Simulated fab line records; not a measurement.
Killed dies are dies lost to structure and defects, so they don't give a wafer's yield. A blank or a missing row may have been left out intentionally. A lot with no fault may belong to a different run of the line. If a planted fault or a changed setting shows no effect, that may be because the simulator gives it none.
Comparing a struck lot with a sound one -- flow n5-finfet -- 35 steps out of a route of 1938
Sound: these wafers, L378.1, L378.2, L378.4. The struck wafers were L384.3, L384.4, L384.5. The cause is given at the end.
At each step with rows: each side's tool, then ch and its chambers, then its first start. Under that, the readings that differ: sound wafers -- struck wafers -- difference of the means -- sigmas: that difference in standard deviations of wafers without a fault.
alike: same words and numbers on both sides, and readings whose means sit less than 2 such deviations apart. not compared: any withheld reading, any reading some wafer has no value for, any bound like >300 that may hide the same value, and any number with overlapping values for which the record gives no deviation.
The two part at a step that has a row with sigmas, a row that says differs or no value, or rows on one side only. Numbers that don't overlap but have no deviation are shown without sigmas and don't part them. A reading that every wafer of one side lacks parts them only if that side has two wafers or more.

first, 10 steps without rows for these wafers: N5_BEOL_M10_TRENCH_ETCH_37 (etches SiCOH lowk in C4F6/O2, target depth 148.83 nm, time 48 s); N5_BEOL_M10_ETCH_41 (etches SiCN in CH3F/O2, target depth 42.6 nm, time 86 s); N5_BEOL_M10_STRIP_77 (strips in N2/H2, time 10 s); N5_BEOL_M10_HM_STRIP_39 (strips TiN in peroxide tin strip, target depth 25 nm, time 158 s); N5_BEOL_M10_SRD_40 (time 30 s); N5_BEOL_M10_PRECLEAN_42 (cleans in residue remover, time 60 s); N5_BEOL_M10_SRD_43 (time 30 s); N5_BEOL_M10_CURE_72 (cures SiCOH lowk, time 120 s); N5_BEOL_M10_DEGAS_44 (time 60 s); N5_BEOL_M10_PRE_CLEAN_45 (time 30 s).
N5_BEOL_M10_ALD_74: deposits TaN, target thk 2 nm, pulse time 2 s, purge time 3 s.
  sound on ald-metal-03 ch 0,1,3, day 16 03:10; struck on ald-metal-03 ch 0,1, day 18 21:38
reading,sound,struck,difference,sigmas
ald-cycles,40 40 40,24 24 24,-16,
model.TaN_of_BEOL_M10_ALD_74.thk-nm (nm),2 2 2,1.2 1.2 1.2,-0.8,
  alike: heater-power-w, mfc-carrier-sccm
then, 22 steps without rows for these wafers: N5_BEOL_M10_SURFACE_TREAT_76; N5_BEOL_M10_CVD_75 (deposits Co from CCTBA/H2, target thk 2 nm, time 138.9 s); N5_BEOL_M10_SPUTTER_48 (material Cu, target thk 12 nm, time 2 s); N5_BEOL_M10_ECD_50 (material Cu, target thk 318 nm); N5_BEOL_M10_ANNEAL_51 (time 90 s); N5_BEOL_M10_CMP_52 (polishes, stops on SiCOH lowk, t overpolish 7 s, target thk 140 nm); N5_BEOL_M10_PRE_CLEAN_55 (time 15 s); N5_BEOL_M10_DEP_56 (deposits SiCN from 3MS/NH3, target thk 15 nm, time 26.5 s); N5_BEOL_M11_ILD_DEP_00 (deposits SiCOH lowk from DEMS/porogen, target thk 308.51 nm, time 58 s); N5_BEOL_M11_CURE_71 (cures SiCOH lowk, time 240 s); N5_BEOL_M11_PECVD_70 (deposits SiO2 from TEOS/O2, target thk 20 nm, time 22.7 s); N5_BEOL_M11_HM_DEP_02 (deposits TiN, target thk 20 nm); N5_BEOL_M11_COAT_59 (time 60 s, resist thk 100 nm); N5_BEOL_M11_COAT_60 (time 60 s, resist thk 30 nm); N5_BEOL_M11_COAT_05 (resist thk 90 nm); N5_BEOL_M11_EBR_07; N5_BEOL_M11_SOFTBAKE_06 (time 60 s); N5_BEOL_M11_EXPOSE_08 (exposes mask M11); N5_BEOL_M11_PEB_09 (peb time 60 s); N5_BEOL_M11_DEVELOP_10 (develop time 30 s); N5_BEOL_M11_DESCUM_16 (chemistry O2, time 7.9 s); N5_BEOL_M11_ETCH_61 (etches SiARC in CF4, target depth 39 nm, time 65 s).
N5_BEOL_M15_RC_MEAS_101:
  sound on prober-02 ch 0, day 17 15:19; struck on prober-01 ch 0, day 20 07:25
reading,sound,struck,difference,sigmas
COMB_M10 (S/m),1.5e-11 1.3e-11 1.8e-11,5.4e-11 4.1e-11 3.7e-11,+2.9e-11,+8
COMB_M10_max_site (S/m),4e-11 1.6e-11 2.7e-11,8.4e-11 6.6e-11 6.6e-11,+4.4e-11,+9
COMB_M15 (S/m),3.4e-12 3.5e-12 3.6e-12,1.6e-12 1e-12 1.6e-12,-2.1e-12,-2
COMB_M6 (S/m),3.6e-11 2.3e-11 3.8e-11,2e-11 2e-11 2e-11,-1e-11,-2
SERP_M10 (ohm/um),3.09 3.05 3.27,2.92 3.01 2.92,-0.19,-2
  alike: COMB_M11, COMB_M12, COMB_M12_max_site, COMB_M13, COMB_M14, COMB_M5, COMB_M5_max_site, COMB_M7, COMB_M8, COMB_M9, SERP_M11, SERP_M12, SERP_M13, SERP_M14, SERP_M5, SERP_M5_max_site, SERP_M6, SERP_M7, SERP_M8, SERP_M9
N5_PASSIVATION_PROBE_49:
  only the struck wafers here have rows in the record (prober-02, day 20 22:32); the sound ones have none

WHERE THEY PART
At N5_BEOL_M15_RC_MEAS_101 first; at N5_PASSIVATION_PROBE_49 last (within this record only).

WHY: the cause the simulator had injected
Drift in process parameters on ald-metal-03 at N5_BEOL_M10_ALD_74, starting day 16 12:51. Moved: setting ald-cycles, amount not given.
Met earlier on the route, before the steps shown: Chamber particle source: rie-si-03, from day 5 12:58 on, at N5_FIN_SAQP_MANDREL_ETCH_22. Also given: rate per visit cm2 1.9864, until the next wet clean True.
